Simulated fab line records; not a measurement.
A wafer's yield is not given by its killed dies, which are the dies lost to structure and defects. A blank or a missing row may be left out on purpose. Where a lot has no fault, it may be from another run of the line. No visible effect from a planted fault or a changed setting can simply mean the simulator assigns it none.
2 desks, one fault    flow n5 finfet    every desk sees just its own numbers, and what lay behind them comes last

== AT THE TOOL OWNER'S DESK: pecvd-01 ==
The tool's own readings at N5_BEOL_M7_DEP_56 (deposits SiCN from 3MS/NH3, target thk 10 nm, time 17.5 s): means of the sampled wafers that have a number, for each lot that ran on this tool. If a lot's mean is further than 4 standard deviations from the usual mean, the lot is out of limits and carries the mark OUT (the distance appears in the brackets).
Columns: A = showerhead plenum p Torr at N5_BEOL_M7_DEP_56, usual 3.664 Torr; B = throttle valve pct at N5_BEOL_M7_DEP_56, usual 8.9 %
lot   first seen here  A      B
L642  day 10 15:58     3.661  8.5
L647  day 11 08:36     3.669  8.4
L650  day 12 13:10     3.663  8.8
L657  day 14 21:12     3.665  8.7
Result from this desk: across the 4 lots, nothing is out of limits.

== THE DEFECT DESK ==
Lot by lot, what the route's inspections counted, given as the mean of those sampled wafers with a number. If a lot's mean is further than 4 standard deviations from the usual mean, the lot is out of limits and carries the mark OUT (the distance appears in the brackets).
Columns: A = raw defect count at N5_PASSIVATION_INSPECT_67, usual 2.0
lot   first seen here  A
L641  day 13 11:46     3.3
L642  day 14 02:36     2.7
L647  day 14 07:23     2.7
L648  day 14 17:13     1.7
L650  day 15 08:25     2.3
L646  day 15 08:31     1.7
L649  day 15 09:07     2.3
L652  day 16 13:35     2.0
L658  day 17 01:49     1.7
L657  day 18 02:44     2.3
L662  day 18 08:35     3.0
Result from this desk: across the 11 lots, nothing is out of limits.

== BROUGHT TOGETHER ==
The tool owner's desk saw nothing out of limits.
No out-of-limits result turned up at the defect desk.

== WHAT HAD BEEN PUT IN BY THE SIMULATOR ==
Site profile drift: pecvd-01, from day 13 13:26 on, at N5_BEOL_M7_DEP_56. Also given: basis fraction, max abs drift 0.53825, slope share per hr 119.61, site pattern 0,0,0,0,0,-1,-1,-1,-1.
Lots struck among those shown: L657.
